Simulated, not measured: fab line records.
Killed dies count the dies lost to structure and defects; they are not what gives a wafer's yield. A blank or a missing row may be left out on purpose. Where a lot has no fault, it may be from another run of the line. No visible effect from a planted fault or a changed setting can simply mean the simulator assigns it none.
Chamber matching / flow n5Finfet / pecvd-02 running N5_BEOL_M8_DEP_56: 3 sister chambers
The step deposits SiCN from 3MS/NH3, target thk 10 nm, time 17.5 s. 3 wafers are shown with their chamber, then 12 later ones without.

== WAFERS PAIRED WITH THEIR CHAMBERS ==
wafer=L088.4; chamber=2; throttleValvePct (%)=8.7
wafer=L088.5; chamber=0; throttleValvePct (%)=9.4
wafer=L088.6; chamber=1; throttleValvePct (%)=9.6

== WAFERS WITHOUT THEIR CHAMBER ==
wafer=L093.1; throttleValvePct (%)=9.1
wafer=L093.2; throttleValvePct (%)=9.5
wafer=L093.3; throttleValvePct (%)=9.0
wafer=L093.4; throttleValvePct (%)=9.0
wafer=L093.5; throttleValvePct (%)=8.8
wafer=L093.6; throttleValvePct (%)=9.3
wafer=L095.1; throttleValvePct (%)=9.6
wafer=L095.2; throttleValvePct (%)=9.4
wafer=L095.3; throttleValvePct (%)=9.0
wafer=L097.2; throttleValvePct (%)=9.0
wafer=L097.4; throttleValvePct (%)=9.0
wafer=L097.5; throttleValvePct (%)=9.3

== WHICH CHAMBER EACH WENT THROUGH ==
wafer=L093.1; from the rows above=can't be placed: 0 or 2 or 1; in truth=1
wafer=L093.2; from the rows above=can't be placed: 0 or 1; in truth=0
wafer=L093.3; from the rows above=can't be placed: 2 or 0 or 1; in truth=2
wafer=L093.4; from the rows above=can't be placed: 2 or 0 or 1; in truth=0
wafer=L093.5; from the rows above=2; in truth=2
wafer=L093.6; from the rows above=can't be placed: 0 or 1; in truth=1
wafer=L095.1; from the rows above=can't be placed: 1 or 0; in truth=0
wafer=L095.2; from the rows above=can't be placed: 0 or 1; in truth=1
wafer=L095.3; from the rows above=can't be placed: 2 or 0 or 1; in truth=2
wafer=L097.2; from the rows above=can't be placed: 2 or 0 or 1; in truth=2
wafer=L097.4; from the rows above=can't be placed: 2 or 0 or 1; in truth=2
wafer=L097.5; from the rows above=can't be placed: 0 or 1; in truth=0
Correctly placed: 1 of 12. Cannot be placed on the basis of these rows: 11; the candidates contain the true chamber in 11. Placed wrongly: 0.
How it was worked out, from the rows above alone: a wafer's distance from a chamber is the root of the sum, over the readings, of the square of ((its reading less the chamber's mean) divided by the reading's scatter). The wafer belongs to the nearest chamber; if the next one is less than 2 further off, it can't be placed. A chamber's mean is the mean of its shown wafers. The scatter: root of mean squared gap, hidden wafer to nearest shown wafer, with one shown wafer a chamber.
